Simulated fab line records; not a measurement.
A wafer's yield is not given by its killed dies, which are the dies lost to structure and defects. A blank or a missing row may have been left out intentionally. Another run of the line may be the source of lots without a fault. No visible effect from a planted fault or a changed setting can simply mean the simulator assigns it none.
Matching of chambers + flow n5 finfet + N5_BEOL_M5_ALD_86 on ald metal-04 has 4 sister chambers
The step deposits TaN, pulse time 2 s, purge time 3 s, co reactant purge time 2 s. 14 wafers are shown with their chamber, then 7 later ones without.

== WAFERS, EACH WITH ITS CHAMBER ==
| wafer  | chamber | heater power w (W) | precursor vessel pressure torr (Torr) |
|--------|---------|--------------------|---------------------------------------|
| L082.1 | 3       | 387                | 26.20                                 |
| L082.2 | 1       | 437                | 26.21                                 |
| L082.3 | 2       | 384                | 26.28                                 |
| L082.4 | 0       | 437                | 26.24                                 |
| L082.5 | 2       | 388                | 26.40                                 |
| L082.6 | 1       | 430                | 26.18                                 |
| L085.2 | 0       | 425                | 26.20                                 |
| L085.3 | 3       | 379                | 26.21                                 |
| L085.4 | 2       | 387                | 26.25                                 |
| L089.1 | 1       | 435                | 26.26                                 |
| L089.2 | 3       | 381                | 26.15                                 |
| L089.3 | 0       | 442                | 26.28                                 |
| L087.2 | 0       | 431                | 26.21                                 |
| L087.4 | 1       | 425                | 26.28                                 |

SIGNATURES, as means of the wafers listed above
| reading                        | chamber 0 | chamber 1 | chamber 2 | chamber 3 | scatter within a chamber |
|--------------------------------|-----------|-----------|-----------|-----------|--------------------------|
| heater power w                 | 433.75    | 431.75    | 386.33    | 382.33    | 5.41                     |
| precursor vessel pressure torr | 26.2325   | 26.2325   | 26.3100   | 26.1867   | 0.0498                   |
Rule: a wafer lies at a distance from a chamber equal to the root of the sum of squares, over the readings, of (its reading less the chamber's mean, divided by the reading's scatter). If the next closest chamber is less than 2 further off than the closest, the wafer can't be placed; otherwise it belongs to the closest. The scatter: take each reading less its chamber's mean, square it, sum over the shown wafers, divide by the number of wafers less the number of chambers, and take the root.

== WAFERS WHOSE CHAMBER IS MISSING ==
| wafer  | heater power w (W) | precursor vessel pressure torr (Torr) |
|--------|--------------------|---------------------------------------|
| L087.6 | 396                | 26.25                                 |
| L088.1 | 431                | 26.26                                 |
| L088.3 | 426                | 26.29                                 |
| L088.5 | 450                | 26.35                                 |
| L093.1 | 439                | 26.39                                 |
| L093.2 | 436                | 26.29                                 |
| L093.5 | 432                | 26.35                                 |

== WHICH CHAMBER EACH WENT THROUGH ==
| wafer  | from the rows above     | in truth |
|--------|-------------------------|----------|
| L087.6 | can't be placed: 2 or 3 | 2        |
| L088.1 | can't be placed: 1 or 0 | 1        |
| L088.3 | can't be placed: 1 or 0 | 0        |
| L088.5 | can't be placed: 0 or 1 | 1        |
| L093.1 | can't be placed: 0 or 1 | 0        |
| L093.2 | can't be placed: 0 or 1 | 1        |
| L093.5 | can't be placed: 1 or 0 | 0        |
Correctly placed: 0 of 7. Unplaceable from these rows: 7, with the true chamber sitting among the candidates in 7. Wrongly placed: 0.
